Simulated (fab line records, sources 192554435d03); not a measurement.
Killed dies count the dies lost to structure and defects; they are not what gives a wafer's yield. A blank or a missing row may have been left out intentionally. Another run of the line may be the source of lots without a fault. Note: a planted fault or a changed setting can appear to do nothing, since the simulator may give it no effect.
Chamber matching :: flow n5 finfet :: rie diel-04 running N5_BEOL_M0_SAQP_ETCH_49: 4 sister chambers
The step etches SiO2 in CF4/O2, target depth 37 nm. 16 wafers are shown with their chamber, then 8 later ones without.

== WAFERS WITH THEIR CHAMBER ==
wafer: L078.2
chamber: 3
showerhead plenum p Torr (Torr): 2.09
drypump motor current A (A): 5.7
throttle valve pct (%): 16.00

wafer: L078.3
chamber: 1
showerhead plenum p Torr (Torr): 2.34
drypump motor current A (A): 5.8
throttle valve pct (%): 15.81

wafer: L078.6
chamber: 1
showerhead plenum p Torr (Torr): 2.34
drypump motor current A (A): 5.8
throttle valve pct (%): 15.79

wafer: L080.2
chamber: 2
showerhead plenum p Torr (Torr): 2.35
drypump motor current A (A): 5.6
throttle valve pct (%): 15.49

wafer: L080.3
chamber: 0
showerhead plenum p Torr (Torr): 2.20
drypump motor current A (A): 5.1
throttle valve pct (%): 15.76

wafer: L080.6
chamber: 3
showerhead plenum p Torr (Torr): 2.09
drypump motor current A (A): 5.7
throttle valve pct (%): 16.02

wafer: L082.2
chamber: 3
showerhead plenum p Torr (Torr): 2.09
drypump motor current A (A): 5.7
throttle valve pct (%): 16.01

wafer: L082.3
chamber: 0
showerhead plenum p Torr (Torr): 2.20
drypump motor current A (A): 5.1
throttle valve pct (%): 15.74

wafer: L082.5
chamber: 3
showerhead plenum p Torr (Torr): 2.09
drypump motor current A (A): 5.7
throttle valve pct (%): 16.01

wafer: L084.2
chamber: 0
showerhead plenum p Torr (Torr): 2.20
drypump motor current A (A): 5.1
throttle valve pct (%): 15.76

wafer: L084.3
chamber: 1
showerhead plenum p Torr (Torr): 2.33
drypump motor current A (A): 5.8
throttle valve pct (%): 15.84

wafer: L084.6
chamber: 0
showerhead plenum p Torr (Torr): 2.20
drypump motor current A (A): 5.1
throttle valve pct (%): 15.78

wafer: L085.1
chamber: 1
showerhead plenum p Torr (Torr): 2.34
drypump motor current A (A): 5.9
throttle valve pct (%): 15.85

wafer: L085.2
chamber: 2
showerhead plenum p Torr (Torr): 2.35
drypump motor current A (A): 5.5
throttle valve pct (%): 15.50

wafer: L085.3
chamber: 0
showerhead plenum p Torr (Torr): 2.20
drypump motor current A (A): 5.1
throttle valve pct (%): 15.79

wafer: L088.1
chamber: 2
showerhead plenum p Torr (Torr): 2.35
drypump motor current A (A): 5.6
throttle valve pct (%): 15.55

SIGNATURES (means of the wafers above)
reading: showerhead plenum p Torr
chamber 0: 2.2000
chamber 1: 2.3375
chamber 2: 2.3500
chamber 3: 2.0900
scatter within a chamber: 0.0025

reading: drypump motor current A
chamber 0: 5.100
chamber 1: 5.825
chamber 2: 5.567
chamber 3: 5.700
scatter within a chamber: 0.0344

reading: throttle valve pct
chamber 0: 15.7660
chamber 1: 15.8225
chamber 2: 15.5133
chamber 3: 16.0100
scatter within a chamber: 0.0225
Rule: a wafer lies at a distance from a chamber equal to the root of the sum of squares, over the readings, of (its reading less the chamber's mean, divided by the reading's scatter). The wafer belongs to the nearest chamber; if the next one is less than 2 further off, it can't be placed. The scatter: the root of (the sum of the squares of (reading less its chamber's mean) over the shown wafers, divided by (wafers less chambers)).

== WAFERS MISSING THEIR CHAMBER ==
wafer: L088.4
showerhead plenum p Torr (Torr): 2.33
drypump motor current A (A): 5.9
throttle valve pct (%): 15.84

wafer: L088.5
showerhead plenum p Torr (Torr): 2.35
drypump motor current A (A): 5.5
throttle valve pct (%): 15.53

wafer: L090.3
showerhead plenum p Torr (Torr): 2.33
drypump motor current A (A): 5.8
throttle valve pct (%): 15.85

wafer: L090.4
showerhead plenum p Torr (Torr): 2.35
drypump motor current A (A): 5.6
throttle valve pct (%): 15.55

wafer: L090.5
showerhead plenum p Torr (Torr): 2.34
drypump motor current A (A): 5.7
throttle valve pct (%): 15.58

wafer: L094.1
showerhead plenum p Torr (Torr): 2.34
drypump motor current A (A): 5.7
throttle valve pct (%): 15.58

wafer: L094.2
showerhead plenum p Torr (Torr): 2.34
drypump motor current A (A): 5.5
throttle valve pct (%): 15.54

wafer: L094.4
showerhead plenum p Torr (Torr): 2.33
drypump motor current A (A): 5.8
throttle valve pct (%): 15.86

== WHICH CHAMBER EACH WENT THROUGH ==
wafer: L088.4
from the rows above: 1
in truth: 1

wafer: L088.5
from the rows above: 2
in truth: 2

wafer: L090.3
from the rows above: 1
in truth: 1

wafer: L090.4
from the rows above: 2
in truth: 2

wafer: L090.5
from the rows above: 2
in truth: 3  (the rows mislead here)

wafer: L094.1
from the rows above: 2
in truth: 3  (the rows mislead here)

wafer: L094.2
from the rows above: 2
in truth: 2

wafer: L094.4
from the rows above: 1
in truth: 1
Correct placement for 6 of the 8. Left unplaced by these rows: 0. 2 placed wrongly.
